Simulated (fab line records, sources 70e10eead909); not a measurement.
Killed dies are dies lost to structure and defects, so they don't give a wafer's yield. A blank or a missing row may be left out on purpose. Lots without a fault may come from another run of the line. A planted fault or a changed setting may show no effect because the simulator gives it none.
Which tool did it? | flow nand_harc | 24 lots, 72 wafers sampled, at 6 steps of a route of 1159

WHAT THE GAUGES READ, wafer by wafer
The record holds no reading of a measuring or inspecting step that can be judged against a usual standard deviation.

WHICH TOOL RAN EACH LOT (tool, then ch and the chambers of the sampled wafers, then the start)
lot  | NHARC_P_GATE_DESCUM_48            | NHARC_P_GATE_RTA_82              | NHARC_P_M0_DEP_32               | NHARC_P_M1_ETCH_28                            | NHARC_P_M1_ANNEAL_31             | NHARC_P_M2_PRE_CLEAN_32
L074 | rie_diel-11 ch 0,1, day 5 10:04   | rtp_anneal-02 ch 0, day 5 16:16  | pecvd-04 ch 0,1, day 6 05:54    | rie_diel-12 ch 0,1,3, day 6 09:01 or earlier  | rtp_anneal-01 ch 0, day 6 09:01  | pecvd-04 ch 0,2, day 6 14:19
L075 | rie_diel-11 ch 1,2,3, day 5 11:05 | rtp_anneal-02 ch 0, day 5 17:44  | pecvd-04 ch 1,2, day 6 07:08    | rie_diel-10 ch 1,2, day 6 10:28 or earlier    | rtp_anneal-02 ch 0, day 6 10:28  | pecvd-04 ch 0,2, day 6 15:29
L076 | rie_diel-11 ch 1,2,3, day 5 14:37 | rtp_anneal-02 ch 0, day 5 20:43  | pecvd-01 ch 0,1,2, day 6 07:37  | rie_diel-02 ch 0,2,3, day 6 11:38 or earlier  | rtp_anneal-01 ch 0, day 6 11:38  | pecvd-01 ch 0,1,2, day 6 16:49
L077 | rie_diel-11 ch 2,3, day 6 03:59   | rtp_anneal-01 ch 0, day 6 10:19  | pecvd-03 ch 0,2, day 6 20:58    | rie_diel-12 ch 0,1,2, day 7 00:20 or earlier  | rtp_anneal-01 ch 0, day 7 00:20  | pecvd-04 ch 1,2, day 7 05:45
L078 | rie_diel-06 ch 1,2, day 6 04:24   | rtp_anneal-01 ch 0, day 6 10:38  | pecvd-03 ch 0,2, day 6 21:22    | rie_diel-02 ch 1,2, day 7 00:43 or earlier    | rtp_anneal-02 ch 0, day 7 00:43  | pecvd-01 ch 0,1, day 7 06:05
L079 | rie_diel-11 ch 0,2, day 6 07:02   | rtp_anneal-01 ch 0, day 6 13:47  | pecvd-03 ch 0,1,2, day 6 22:39  | rie_diel-12 ch 1,2, day 7 02:05 or earlier    | rtp_anneal-02 ch 0, day 7 02:05  | pecvd-03 ch 0,1, day 7 07:04
L080 | rie_diel-06 ch 1,2,3, day 6 20:52 | rtp_anneal-02 ch 0, day 7 02:58  | pecvd-03 ch 0,1,2, day 7 12:02  | rie_diel-10 ch 2,3, day 7 15:21 or earlier    | rtp_anneal-01 ch 0, day 7 15:21  | pecvd-04 ch 0,2, day 7 21:21
L081 | rie_diel-11 ch 1,2,3, day 6 22:51 | rtp_anneal-01 ch 0, day 7 05:21  | pecvd-04 ch 0,2, day 7 15:32    | rie_diel-02 ch 0,2, day 7 18:16               | rtp_anneal-01 ch 0, day 7 20:08  | pecvd-04 ch 1,2, day 8 01:20
L082 | rie_diel-05 ch 1,2, day 7 03:07   | rtp_anneal-02 ch 0, day 7 09:37  | pecvd-04 ch 0,1,2, day 7 18:54  | rie_diel-10 ch 1,2, day 7 22:16 or earlier    | rtp_anneal-01 ch 0, day 7 22:16  | pecvd-03 ch 0,2, day 8 03:14
L083 | rie_diel-11 ch 0,3, day 7 13:13   | rtp_anneal-01 ch 0, day 7 20:26  | pecvd-01 ch 0,1,2, day 8 07:45  | rie_diel-12 ch 1,2,3, day 8 11:02 or earlier  | rtp_anneal-02 ch 0, day 8 11:02  | pecvd-04 ch 0,1,2, day 8 16:11
L084 | rie_diel-11 ch 1,2,3, day 7 18:04 | rtp_anneal-01 ch 0, day 8 00:39  | pecvd-01 ch 0,1, day 8 09:22    | rie_diel-12 ch 0,1, day 8 12:23 or earlier    | rtp_anneal-02 ch 0, day 8 12:23  | pecvd-03 ch 0,1,2, day 8 17:32
L087 | rie_diel-06 ch 0,1,3, day 8 07:48 | rtp_anneal-01 ch 0, day 8 14:27  | pecvd-04 ch 1,2, day 9 02:06    | rie_diel-12 ch 1,2,3, day 9 05:28 or earlier  | rtp_anneal-02 ch 0, day 9 05:28  | pecvd-03 ch 0,1, day 9 10:25
L085 | rie_diel-11 ch 0,2,3, day 8 08:46 | rtp_anneal-01 ch 0, day 8 15:11  | pecvd-03 ch 0,1,2, day 9 02:58  | rie_diel-12 ch 0,1,2, day 9 06:11 or earlier  | rtp_anneal-01 ch 0, day 9 06:11  | pecvd-01 ch 0,1, day 9 11:13
L086 | rie_diel-11 ch 0,3, day 8 10:22   | rtp_anneal-01 ch 0, day 8 16:37  | pecvd-04 ch 1,2, day 9 03:09    | rie_diel-10 ch 0,3, day 9 06:17 or earlier    | rtp_anneal-02 ch 0, day 9 06:17  | pecvd-03 ch 1,2, day 9 11:16
L088 | rie_diel-11 ch 0,2, day 8 14:59   | rtp_anneal-01 ch 0, day 8 21:11  | pecvd-03 ch 0,1, day 9 06:01    | rie_diel-10 ch 0,3, day 9 09:12 or earlier    | rtp_anneal-01 ch 0, day 9 09:12  | pecvd-03 ch 0,2, day 9 14:11
L089 | rie_diel-06 ch 0,3, day 9 02:14   | rtp_anneal-02 ch 0, day 9 08:31  | pecvd-01 ch 0,2, day 9 23:58    | rie_diel-10 ch 0,3, day 10 03:02 or earlier   | rtp_anneal-02 ch 0, day 10 03:02 | pecvd-04 ch 0,1,2, day 10 08:08
L090 | rie_diel-06 ch 0,3, day 9 02:54   | rtp_anneal-02 ch 0, day 9 09:20  | pecvd-03 ch 0,1,2, day 10 04:46 | rie_diel-10 ch 1,3, day 10 07:51 or earlier   | rtp_anneal-01 ch 0, day 10 07:51 | pecvd-04 ch 0,1, day 10 12:55
L091 | rie_diel-11 ch 0,2,3, day 9 11:39 | rtp_anneal-02 ch 0, day 9 18:22  | pecvd-04 ch 0,1, day 10 07:07   | rie_diel-10 ch 0,1,2, day 10 10:20 or earlier | rtp_anneal-01 ch 0, day 10 10:20 | pecvd-04 ch 0,1,2, day 10 15:22
L092 | rie_diel-05 ch 0,2,3, day 9 18:26 | rtp_anneal-02 ch 0, day 10 01:00 | pecvd-04 ch 0,1,2, day 10 13:22 | rie_diel-12 ch 0,1,2, day 10 16:52 or earlier | rtp_anneal-01 ch 0, day 10 16:52 | pecvd-04 ch 1,2, day 10 22:04
L093 | rie_diel-06 ch 1,2, day 9 21:32   | rtp_anneal-02 ch 0, day 10 03:40 | pecvd-01 ch 1,2, day 10 14:09   | rie_diel-12 ch 0,2,3, day 10 17:28 or earlier | rtp_anneal-01 ch 0, day 10 17:28 | pecvd-03 ch 1,2, day 10 22:37
L094 | rie_diel-05 ch 1,2, day 9 21:43   | rtp_anneal-02 ch 0, day 10 04:05 | pecvd-03 ch 0,1,2, day 10 14:21 | rie_diel-10 ch 0,2,3, day 10 17:47 or earlier | rtp_anneal-02 ch 0, day 10 17:47 | pecvd-03 ch 0,1,2, day 10 22:56
L095 | rie_diel-11 ch 0,1, day 10 15:55  | rtp_anneal-01 ch 0, day 10 22:00 | pecvd-04 ch 1,2, day 11 06:43   | rie_diel-02 ch 0,1,3, day 11 09:56 or earlier | rtp_anneal-01 ch 0, day 11 09:56 | pecvd-04 ch 1,2, day 11 14:58
L097 | rie_diel-11 ch 0,2, day 11 01:26  | rtp_anneal-02 ch 0, day 11 07:45 | pecvd-03 ch 1,2, day 11 16:24   | rie_diel-02 ch 1,3, day 11 19:35 or earlier   | rtp_anneal-01 ch 0, day 11 19:35 | pecvd-04 ch 1,2, day 12 00:35
L096 | rie_diel-05 ch 0,2, day 11 02:17  | rtp_anneal-01 ch 0, day 11 08:49 | pecvd-04 ch 0,1, day 11 17:58   | rie_diel-12 ch 1,2, day 11 21:41 or earlier   | rtp_anneal-02 ch 0, day 11 21:41 | pecvd-04 ch 0,1, day 12 02:41
- NHARC_P_GATE_DESCUM_48: chemistry O2, time 3 s.
- NHARC_P_GATE_RTA_82: time 30 s.
- NHARC_P_M0_DEP_32: deposits SiCN, target thk 30 nm.
- NHARC_P_M1_ETCH_28: etches the open film in CF4/N2, target depth 30 nm, time 72.99 s.
- NHARC_P_M1_ANNEAL_31: time 90 s.
- NHARC_P_M2_PRE_CLEAN_32: time 12 s.

WHAT THE TOOLS THEMSELVES READ (means of the sampled wafers that have a number; where no wafer has one, the mark that the record gives instead)
NHARC_P_GATE_DESCUM_48.
lot  | tool        | drypump_motor_current_A (A) | oes_product_au (a.u.) | rf_vpp_V (V) | showerhead_plenum_p_Torr (Torr) | throttle_valve_pct (%)
L074 | rie_diel-11 | 5.70                        | 1.014                 | 56.9         | 1.81                            | 11.314
L075 | rie_diel-11 | 5.36                        | 0.989                 | 56.7         | 1.86                            | 11.309
L076 | rie_diel-11 | 5.39                        | 0.994                 | 57.3         | 1.86                            | 11.311
L077 | rie_diel-11 | 5.17                        | 0.988                 | 57.7         | 1.87                            | 11.308
L078 | rie_diel-06 | 6.05                        | 1.005                 | 57.7         | 1.88                            | 11.305
L079 | rie_diel-11 | 5.35                        | 1.001                 | 57.8         | 1.85                            | 11.304
L080 | rie_diel-06 | 5.95                        | 0.993                 | 58.3         | 1.94                            | 11.314
L081 | rie_diel-11 | 5.36                        | 0.989                 | 57.4         | 1.86                            | 11.308
L082 | rie_diel-05 | 5.63                        | 0.997                 | 57.8         | 1.99                            | 11.311
L083 | rie_diel-11 | 5.29                        | 1.005                 | 57.6         | 1.81                            | 11.311
L084 | rie_diel-11 | 5.36                        | 0.990                 | 57.9         | 1.86                            | 11.314
L087 | rie_diel-06 | 5.73                        | 0.998                 | 57.8         | 1.91                            | 11.307
L085 | rie_diel-11 | 5.32                        | 1.008                 | 57.7         | 1.83                            | 11.310
L086 | rie_diel-11 | 5.28                        | 0.995                 | 57.3         | 1.81                            | 11.315
L088 | rie_diel-11 | 5.35                        | 0.992                 | 57.6         | 1.85                            | 11.309
L089 | rie_diel-06 | 5.63                        | 0.995                 | 57.9         | 1.94                            | 11.317
L090 | rie_diel-06 | 5.52                        | 1.007                 | 57.7         | 1.87                            | 11.310
L091 | rie_diel-11 | 5.31                        | 1.006                 | 57.7         | 1.83                            | 11.318
L092 | rie_diel-05 | 5.57                        | 0.996                 | 57.6         | 1.98                            | 11.312
L093 | rie_diel-06 | 6.08                        | 0.988                 | 57.4         | 1.90                            | 11.308
L094 | rie_diel-05 | 5.63                        | 1.006                 | 57.5         | 1.99                            | 11.309
L095 | rie_diel-11 | 5.65                        | 1.012                 | 58.3         | 1.81                            | 11.309
L097 | rie_diel-11 | 5.33                        | 0.999                 | 57.6         | 1.85                            | 11.305
L096 | rie_diel-05 | 5.66                        | 0.991                 | 57.4         | 1.89                            | 11.311

NHARC_P_GATE_RTA_82.
lot  | tool          | lamp_power_pct (%) | lamp_zone_1_pct (%) | lamp_zone_5_pct (%) | wafer_temp_C_max
L074 | rtp_anneal-02 | 4.07               | 4.07                | 4.08                | 451.8
L075 | rtp_anneal-02 | 4.06               | 4.06                | 4.08                | 451.6
L076 | rtp_anneal-02 | 4.06               | 4.06                | 4.08                | 451.7
L077 | rtp_anneal-01 | 3.74               | 3.74                | 3.75                | 452.0
L078 | rtp_anneal-01 | 3.74               | 3.74                | 3.75                | 452.1
L079 | rtp_anneal-01 | 3.74               | 3.74                | 3.76                | 452.0
L080 | rtp_anneal-02 | 4.06               | 4.07                | 4.08                | 451.7
L081 | rtp_anneal-01 | 3.73               | 3.74                | 3.75                | 451.8
L082 | rtp_anneal-02 | 4.06               | 4.07                | 4.08                | 452.0
L083 | rtp_anneal-01 | 3.74               | 3.74                | 3.76                | 452.3
L084 | rtp_anneal-01 | 3.74               | 3.74                | 3.75                | 451.9
L087 | rtp_anneal-01 | 3.74               | 3.74                | 3.76                | 451.8
L085 | rtp_anneal-01 | 3.74               | 3.74                | 3.75                | 451.7
L086 | rtp_anneal-01 | 3.74               | 3.74                | 3.76                | 451.8
L088 | rtp_anneal-01 | 3.74               | 3.74                | 3.75                | 451.8
L089 | rtp_anneal-02 | 4.06               | 4.06                | 4.08                | 451.7
L090 | rtp_anneal-02 | 4.07               | 4.06                | 4.08                | 452.0
L091 | rtp_anneal-02 | 4.07               | 4.07                | 4.08                | 451.3
L092 | rtp_anneal-02 | 4.07               | 4.07                | 4.08                | 451.6
L093 | rtp_anneal-02 | 4.06               | 4.06                | 4.09                | 451.5
L094 | rtp_anneal-02 | 4.07               | 4.07                | 4.09                | 451.9
L095 | rtp_anneal-01 | 3.74               | 3.74                | 3.75                | 452.1
L097 | rtp_anneal-02 | 4.06               | 4.06                | 4.08                | 451.7
L096 | rtp_anneal-01 | 3.74               | 3.74                | 3.75                | 452.0

NHARC_P_M0_DEP_32.
lot  | tool     | chamber_pressure_Torr (Torr) | heater_power_outer_w (W) | heater_power_w (W) | showerhead_vpp_V (V)
L074 | pecvd-04 | 3.006                        | 293                      | 562                | 1330
L075 | pecvd-04 | 2.996                        | 348                      | 644                | 1445
L076 | pecvd-01 | 3.000                        | 311                      | 533                | 1349
L077 | pecvd-03 | 3.002                        | 331                      | 594                | 1219
L078 | pecvd-03 | 2.996                        | 304                      | 558                | 1208
L079 | pecvd-03 | 2.999                        | 316                      | 560                | 1258
L080 | pecvd-03 | 3.000                        | 290                      | 524                | 1264
L081 | pecvd-04 | 2.998                        | 336                      | 604                | 1410
L082 | pecvd-04 | 2.999                        | 361                      | 670                | 1390
L083 | pecvd-01 | 2.992                        | 352                      | 587                | 1340
L084 | pecvd-01 | 3.001                        | 363                      | 579                | 1336
L087 | pecvd-04 | 2.999                        | 321                      | 611                | 1424
L085 | pecvd-03 | 3.001                        | 288                      | 520                | 1244
L086 | pecvd-04 | 2.998                        | 333                      | 637                | 1425
L088 | pecvd-03 | 3.000                        | 275                      | 498                | 1223
L089 | pecvd-01 | 3.002                        | 317                      | 565                | 1294
L090 | pecvd-03 | 3.000                        | 313                      | 572                | 1255
L091 | pecvd-04 | 3.001                        | 323                      | 606                | 1353
L092 | pecvd-04 | 3.000                        | 336                      | 619                | 1386
L093 | pecvd-01 | 2.998                        | 331                      | 592                | 1324
L094 | pecvd-03 | 3.002                        | 300                      | 547                | 1263
L095 | pecvd-04 | 3.005                        | 372                      | 667                | 1445
L097 | pecvd-03 | 2.999                        | 293                      | 542                | 1320
L096 | pecvd-04 | 2.998                        | 341                      | 648                | 1364

NHARC_P_M1_ETCH_28.
lot  | tool        | drypump_motor_current_A (A) | oes_product_au (a.u.) | rf_vpp_V (V) | showerhead_plenum_p_Torr (Torr) | throttle_valve_pct (%)
L074 | rie_diel-12 | 5.6                         | 1.001                 | 313.9        | 2.60                            | 19.791
L075 | rie_diel-10 | 5.1                         | 0.989                 | 314.4        | 2.64                            | 19.794
L076 | rie_diel-02 | 5.4                         | 0.997                 | 313.4        | 2.63                            | 19.794
L077 | rie_diel-12 | 5.4                         | 0.996                 | 314.5        | 2.67                            | 19.797
L078 | rie_diel-02 | 6.0                         | 1.004                 | 313.1        | 2.57                            | 19.791
L079 | rie_diel-12 | 5.1                         | 0.994                 | 316.1        | 2.75                            | 19.783
L080 | rie_diel-10 | 4.9                         | 0.985                 | 315.2        | 2.71                            | 19.799
L081 | rie_diel-02 | 5.7                         | 0.998                 | 314.8        | 2.69                            | 19.799
L082 | rie_diel-10 | 5.0                         | 0.983                 | 314.5        | 2.67                            | 19.797
L083 | rie_diel-12 | 5.3                         | 1.003                 | 315.2        | 2.67                            | 19.793
L084 | rie_diel-12 | 5.8                         | 0.996                 | 313.1        | 2.60                            | 19.791
L087 | rie_diel-12 | 5.3                         | 1.012                 | 314.6        | 2.67                            | 19.784
L085 | rie_diel-12 | 5.5                         | 1.002                 | 313.8        | 2.67                            | 19.794
L086 | rie_diel-10 | 5.6                         | 0.990                 | 314.0        | 2.67                            | 19.780
L088 | rie_diel-10 | 6.0                         | 0.998                 | 313.4        | 2.60                            | 19.794
L089 | rie_diel-10 | 6.1                         | 0.990                 | 313.2        | 2.60                            | 19.803
L090 | rie_diel-10 | 5.3                         | 1.011                 | 314.6        | 2.66                            | 19.799
L091 | rie_diel-10 | 5.5                         | 0.995                 | 313.5        | 2.61                            | 19.808
L092 | rie_diel-12 | 5.5                         | 1.004                 | 315.6        | 2.67                            | 19.790
L093 | rie_diel-12 | 5.4                         | 1.008                 | 314.9        | 2.65                            | 19.796
L094 | rie_diel-10 | 5.5                         | 0.989                 | 314.0        | 2.65                            | 19.785
L095 | rie_diel-02 | 5.6                         | 1.007                 | 315.3        | 2.64                            | 19.787
L097 | rie_diel-02 | 5.2                         | 1.002                 | 313.2        | 2.59                            | 19.794
L096 | rie_diel-12 | 5.3                         | 1.013                 | 315.1        | 2.69                            | 19.791

NHARC_P_M1_ANNEAL_31.
lot  | tool          | wafer_temp_C_max
L074 | rtp_anneal-01 | 225.92
L075 | rtp_anneal-02 | 226.10
L076 | rtp_anneal-01 | 225.75
L077 | rtp_anneal-01 | 226.02
L078 | rtp_anneal-02 | 226.08
L079 | rtp_anneal-02 | 226.07
L080 | rtp_anneal-01 | 225.95
L081 | rtp_anneal-01 | 226.11
L082 | rtp_anneal-01 | 225.90
L083 | rtp_anneal-02 | 226.01
L084 | rtp_anneal-02 | 225.89
L087 | rtp_anneal-02 | 225.96
L085 | rtp_anneal-01 | 225.75
L086 | rtp_anneal-02 | 225.71
L088 | rtp_anneal-01 | 226.06
L089 | rtp_anneal-02 | 226.05
L090 | rtp_anneal-01 | 225.74
L091 | rtp_anneal-01 | 225.84
L092 | rtp_anneal-01 | 226.12
L093 | rtp_anneal-01 | 225.68
L094 | rtp_anneal-02 | 225.78
L095 | rtp_anneal-01 | 225.97
L097 | rtp_anneal-01 | 225.79
L096 | rtp_anneal-02 | 225.87

NHARC_P_M2_PRE_CLEAN_32.
lot  | tool     | heater_power_outer_w (W) | heater_power_w (W)
L074 | pecvd-04 | 330                      | 597
L075 | pecvd-04 | 338                      | 608
L076 | pecvd-01 | 382                      | 624
L077 | pecvd-04 | 338                      | 642
L078 | pecvd-01 | 422                      | 675
L079 | pecvd-03 | 343                      | 603
L080 | pecvd-04 | 355                      | 639
L081 | pecvd-04 | 365                      | 667
L082 | pecvd-03 | 361                      | 633
L083 | pecvd-04 | 371                      | 662
L084 | pecvd-03 | 348                      | 609
L087 | pecvd-03 | 362                      | 646
L085 | pecvd-01 | 396                      | 629
L086 | pecvd-03 | 348                      | 614
L088 | pecvd-03 | 365                      | 634
L089 | pecvd-04 | 369                      | 671
L090 | pecvd-04 | 352                      | 624
L091 | pecvd-04 | 374                      | 669
L092 | pecvd-04 | 383                      | 687
L093 | pecvd-03 | 335                      | 596
L094 | pecvd-03 | 336                      | 597
L095 | pecvd-04 | 424                      | 735
L097 | pecvd-04 | 417                      | 739
L096 | pecvd-04 | 351                      | 645

THE ANSWER, worked out from the rows above alone
Rule: what is usual is taken from the lots themselves. Put in order of their means at a reading, lots are off if they are a third of the lots or fewer, leave a main group of 4 or more, and stand apart from it by a gap of 3 or more times the standard deviation of the main group's means; of several such gaps the widest counts. A main group whose means are all the same, to the digits that the tables above print for the reading, isn't used. A lot without any number at a reading at which 4 lots or more have one is off too. The other lots that the step has rows for count as sound. The gauges are gone through in route order, then the tools' own readings, and for those a lot's mean is taken as printed above. The first step at which some lot is off is used, and at that step the reading that is off furthest; a lot without a number counts as furthest.
No lot is off at any reading shown: from this, nothing can be told.

WHAT THE SIMULATOR HAD PUT IN
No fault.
